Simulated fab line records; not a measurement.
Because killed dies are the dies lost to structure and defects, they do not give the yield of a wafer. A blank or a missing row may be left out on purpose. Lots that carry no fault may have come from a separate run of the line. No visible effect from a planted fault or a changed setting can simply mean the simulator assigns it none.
Split-lot experiment	flow n5Finfet	21 wafers read across 7 lots, on a route 1938 steps long

THE SPLIT ITSELF
At N5_BEOL_M12_ETCH_68 (etches SOC in N2/H2, time 285 s), the setting timeS was moved away from the recipe's 285 s on 4 of the 21 wafers read, by -18.0% to +21.9%. All remaining wafers had this setting at the recipe value.

The reading comes from the split's own step.

THE READING
SiARC_of_BEOL_M12_COAT_66.thkNm (the simulator's own value, which no gauge read), in nm, at N5_BEOL_M12_ETCH_68 (etches SOC in N2/H2, time 285 s). No usual value for it is given in the file. The 17 wafers here that ran the recipe average 85.7 nm, standard deviation 0.48 nm.

wafer	tool, chamber at the split	timeS as run, s	against the recipe	SiARC_of_BEOL_M12_COAT_66.thkNm, nm	against lot-mates on the recipe
L076.2	rieDiel-03, 3	285	recipe	84.8	-
L076.5	rieDiel-03, 0	285	recipe	85.8	-
L076.6	rieDiel-03, 1	285	recipe	85.4	-
L080.1	rieDiel-04, 0	285	recipe	85.6	-
L080.6	rieDiel-04, 0	285	recipe	85.6	-
L080.3	rieDiel-04, 3	347.5	+21.9%	80.2	-5.4
L079.1	rieDiel-04, 0	285	recipe	86.8	-
L079.2	rieDiel-04, 2	233.6	-18.0%	90.6	+4.0
L079.3	rieDiel-04, 3	285	recipe	86.4	-
L083.4	rieDiel-04, 2	285	recipe	85.4	-
L083.5	rieDiel-04, 3	285	recipe	85.2	-
L083.6	rieDiel-04, 0	285	recipe	85.8	-
L086.2	rieDiel-06, 3	338.4	+18.7%	81.4	-4.6
L086.3	rieDiel-06, 1	285	recipe	85.6	-
L086.4	rieDiel-06, 2	285	recipe	86.4	-
L091.1	rieDiel-06, 2	237.1	-16.8%	90	+4.5
L091.2	rieDiel-06, 1	285	recipe	85.2	-
L091.3	rieDiel-06, 0	285	recipe	85.8	-
L092.3	rieDiel-04, 0	285	recipe	86	-
L092.4	rieDiel-04, 2	285	recipe	85.4	-
L092.5	rieDiel-04, 1	285	recipe	85.8	-

FIT RESULTS
A straight line over all 21 wafers: SiARC_of_BEOL_M12_COAT_66.thkNm changes by -0.252 nm for each +1% of timeS; r = -0.98; the points scatter about the line by 0.47 nm.
The same after taking each lot's own level away (the mean of its wafers on the recipe; 21 wafers): -0.245 nm for each +1%; r = -0.99; scatter 0.31 nm.
According to that fit, moving timeS by its largest amount changes the reading by 5.4 nm.
Measured against the standard deviation above, the lots' own levels, which go from 85.33 to 86.60 nm, span 2.6 times it.
The two slopes are in agreement: the lot-to-lot level therefore moves the slope only a little.
Check: with one of the wafers moved furthest among these (+21.9%) left out of the fit, the line predicts -5.35 nm for it against its lot-mates. It came out at -5.4 nm against them.

OTHER SPLITS ON THESE WAFERS
Note: prior to the reading, these wafers also went through further splits. Each is held against what the fit with the lots' levels taken away leaves over:
other split on the same wafers	wafers away from the commonest value	r with SiARC_of_BEOL_M12_COAT_66.thkNm (lot level and that fit taken away)
N5_BEOL_M10_EXPOSE_08 doseMj	6	+0.09
N5_BEOL_M11_PECVD_70 tempC	9	+0.04
N5_BEOL_M11_COAT_05 spinRpm	4	+0.12

THE FILE'S OWN FIT
SiARC_of_BEOL_M12_COAT_66.thkNm changes by -0.245 nm for each +1% of timeS, r = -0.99.
